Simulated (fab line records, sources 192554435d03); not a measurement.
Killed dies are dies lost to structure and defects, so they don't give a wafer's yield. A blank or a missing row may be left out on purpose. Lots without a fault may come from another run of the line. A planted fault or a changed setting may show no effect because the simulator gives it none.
Split-lot experiment | flow n5_finfet | 7 lots, 21 wafers read, on a route of 1938 steps

THE SPLIT
At N5_HKMG_FIN_COAT_85 (time 60 s, resist thk 300 nm), the setting spin_rpm was moved away from the recipe's 1500 rpm on 4 of the 21 wafers read, by +5.7% to +7.4%. The other wafers ran this setting at the recipe's value.

The reading is taken at the split's own step.

THE READING
SOC_of_HKMG_FIN_COAT_85.thk_nm (the simulator's own value, which no gauge read), in nm, at N5_HKMG_FIN_COAT_85 (time 60 s, resist thk 300 nm). The file gives no usual value for it. The 17 wafers here that ran the recipe average 301.5 nm, standard deviation 1.2 nm.

wafer  | tool, chamber at the split | spin_rpm as run, rpm | against the recipe | SOC_of_HKMG_FIN_COAT_85.thk_nm, nm | against lot-mates on the recipe
L081.1 | litho_track-01, 0          | 1500                 | recipe             | 301.2                              | -
L081.2 | litho_track-01, 0          | 1500                 | recipe             | 301.4                              | -
L081.3 | litho_track-01, 0          | 1500                 | recipe             | 300.8                              | -
L082.2 | litho_track-02, 0          | 1500                 | recipe             | 300.6                              | -
L082.6 | litho_track-02, 0          | 1500                 | recipe             | 300.6                              | -
L082.4 | litho_track-02, 0          | 1500                 | recipe             | 300                                | -
L083.2 | litho_track-02, 0          | 1611                 | +7.4%              | 289.8                              | -11.2
L083.3 | litho_track-02, 0          | 1500                 | recipe             | 301                                | -
L083.6 | litho_track-02, 0          | 1611                 | +7.4%              | 291.4                              | -9.6
L085.1 | litho_track-02, 0          | 1500                 | recipe             | 300.4                              | -
L085.5 | litho_track-02, 0          | 1500                 | recipe             | 300.4                              | -
L085.2 | litho_track-02, 0          | 1500                 | recipe             | 301                                | -
L087.3 | litho_track-02, 0          | 1585                 | +5.7%              | 292.2                              | -8.2
L087.4 | litho_track-02, 0          | 1500                 | recipe             | 300.4                              | -
L087.5 | litho_track-02, 0          | 1585                 | +5.7%              | 291.8                              | -8.6
L091.1 | litho_track-05, 0          | 1500                 | recipe             | 303.4                              | -
L091.2 | litho_track-05, 0          | 1500                 | recipe             | 303.2                              | -
L091.6 | litho_track-05, 0          | 1500                 | recipe             | 302.8                              | -
L093.3 | litho_track-05, 0          | 1500                 | recipe             | 303.2                              | -
L093.4 | litho_track-05, 0          | 1500                 | recipe             | 302.4                              | -
L093.5 | litho_track-05, 0          | 1500                 | recipe             | 303.4                              | -

THE FIT
A straight line over all 21 wafers: SOC_of_HKMG_FIN_COAT_85.thk_nm changes by -1.55 nm for each +1% of spin_rpm; r = -0.96; the points scatter about the line by 1.2 nm.
The same after taking each lot's own level away (the mean of its wafers on the recipe; 21 wafers): -1.43 nm for each +1%; r = -0.99; scatter 0.4 nm.
On that fit, the largest move of spin_rpm shifts the reading by 11 nm.
The lots' own levels span 300.40 to 303.13 nm, that is 2.3 times the standard deviation above.
So the lot-to-lot level changes the slope little: the two slopes agree.
Check: with one of the wafers moved furthest among these (+7.4%) left out of the fit, the line predicts -10.3 nm for it against its lot-mates. It came out at -11.2 nm against them.

OTHER SPLITS ON THESE WAFERS
These wafers also went through other splits before the reading. Each is held against what the fit with the lots' levels taken away leaves over:
other split on the same wafers  | wafers away from the commonest value | r with SOC_of_HKMG_FIN_COAT_85.thk_nm (lot level and that fit taken away)
N5_ZERO_LAYER_EXPOSE_08 dose_mj | 9                                    | +0.26
N5_WELL_APT_PEB_23 peb_time_s   | 6                                    | +0.07
N5_FIN_SAQP_EXPOSE_13 dose_mj   | 7                                    | -0.07
N5_DUMMY_GATE_COAT_28 spin_rpm  | 5                                    | -0.08
N5_SD_EPI_N_EPI_21 temp_c       | 8                                    | -0.04
N5_SD_EPI_P_COAT_34 spin_rpm    | 5                                    | -0.18
N5_SD_ACTIVATION_LSA_01 temp_c  | 5                                    | +0.19
N5_HKMG_FIN_EXPOSE_09 dose_mj   | 5                                    | -0.12

THE FILE'S OWN FIT
SOC_of_HKMG_FIN_COAT_85.thk_nm changes by -1.43 nm for each +1% of spin_rpm, r = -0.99.
